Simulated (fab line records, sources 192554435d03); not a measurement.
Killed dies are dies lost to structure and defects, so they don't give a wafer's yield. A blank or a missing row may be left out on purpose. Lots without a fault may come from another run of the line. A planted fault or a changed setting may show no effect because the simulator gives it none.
Split-lot experiment | flow n5_finfet | 7 lots, 21 wafers read, on a route of 1938 steps

THE SPLIT
At N5_BEOL_M0_ETCH_128 (etches SiCN in CF4/N2, target depth 12 nm, overetch 5.1 nm, time 21.4 s), the setting source_w was moved away from the recipe's 430 W on 8 of the 21 wafers read, by -15.8% to +12.9%. The other wafers ran this setting at the recipe's value.

The reading is taken at the split's own step.

THE READING
rf_vpp_V, in V, at N5_BEOL_M0_ETCH_128 (etches SiCN in CF4/N2, target depth 12 nm, overetch 5.1 nm, time 21.4 s). Fault-free wafers of this fab line usually give 382.0 V, standard deviation 1.7 V.

wafer  | tool, chamber at the split | source_w as run, W | against the recipe | rf_vpp_V, V | against lot-mates on the recipe
L078.1 | rie_diel-02, 1             | 485.4              | +12.9%             | 368.1       | -14.2
L078.5 | rie_diel-02, 0             | 485.4              | +12.9%             | 368.5       | -13.8
L078.6 | rie_diel-02, 3             | 430                | recipe             | 382.3       | -
L079.1 | rie_diel-01, 0             | 430                | recipe             | 384.8       | -
L079.3 | rie_diel-01, 3             | 430                | recipe             | 384.7       | -
L079.5 | rie_diel-01, 2             | 365.1              | -15.1%             | 401.1       | +16.4
L085.1 | rie_diel-04, 0             | 430                | recipe             | 380.0       | -
L085.5 | rie_diel-04, 1             | 361.9              | -15.8%             | 405.1       | +25.1
L085.6 | rie_diel-04, 0             | 361.9              | -15.8%             | 401.2       | +21.2
L087.1 | rie_diel-04, 1             | 430                | recipe             | 380.9       | -
L087.5 | rie_diel-04, 3             | 430                | recipe             | 380.8       | -
L087.6 | rie_diel-04, 2             | 430                | recipe             | 380.5       | -
L090.2 | rie_diel-02, 0             | 430                | recipe             | 383.3       | -
L090.4 | rie_diel-02, 3             | 430                | recipe             | 380.3       | -
L090.5 | rie_diel-02, 3             | 430                | recipe             | 382.1       | -
L092.2 | rie_diel-04, 3             | 430                | recipe             | 379.5       | -
L092.5 | rie_diel-04, 2             | 430                | recipe             | 380.2       | -
L092.6 | rie_diel-04, 3             | 430                | recipe             | 380.9       | -
L096.1 | rie_diel-04, 0             | 400                | -7.0%              | 389.6       | no lot-mate on the recipe
L096.3 | rie_diel-04, 1             | 400                | -7.0%              | 389.4       | no lot-mate on the recipe
L096.4 | rie_diel-04, 2             | 400                | -7.0%              | 388.6       | no lot-mate on the recipe

THE FIT
A straight line over all 21 wafers: rf_vpp_V changes by -1.21 V for each +1% of source_w; r = -0.98; the points scatter about the line by 1.9 V.
The same after taking each lot's own level away (the mean of its wafers on the recipe; 18 wafers): -1.25 V for each +1%; r = -0.99; scatter 1.7 V.
On that fit, the largest move of source_w shifts the reading by 20 V.
The lots' own levels span 380.00 to 384.75 V, that is 2.8 times the standard deviation above.
So the lot-to-lot level changes the slope little: the two slopes agree.
Check: with one of the wafers moved furthest among these (-15.8%) left out of the fit, the line predicts +18.6 V for it against its lot-mates. It came out at +25.1 V against them.
Tool readings at the split's step, against how far the setting was moved: rf_vpp_V r = -0.98.

OTHER SPLITS ON THESE WAFERS
These wafers also went through other splits before the reading. Each is held against what the fit with the lots' levels taken away leaves over:
other split on the same wafers            | wafers away from the commonest value | r with rf_vpp_V (lot level and that fit taken away)
N5_HKMG_FIN_DEVELOP_11 develop_time_s     | 9                                    | +0.03
N5_GATE_CUT_COAT_27 spin_rpm              | 4                                    | +0.14
N5_GATE_CUT_COAT_07 spin_rpm              | 7                                    | -0.42
N5_MOL_CONTACT_COAG_CVD_140 target_thk_a  | 9                                    | -0.10
N5_BEOL_M0_SAQP_PECVD_96 time_s           | 6                                    | +0.69
N5_BEOL_M0_SAQP_DEVELOP_13 develop_time_s | 6                                    | +0.13

THE FILE'S OWN FIT
rf_vpp_V changes by -1.23 V for each +1% of source_w, r = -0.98.
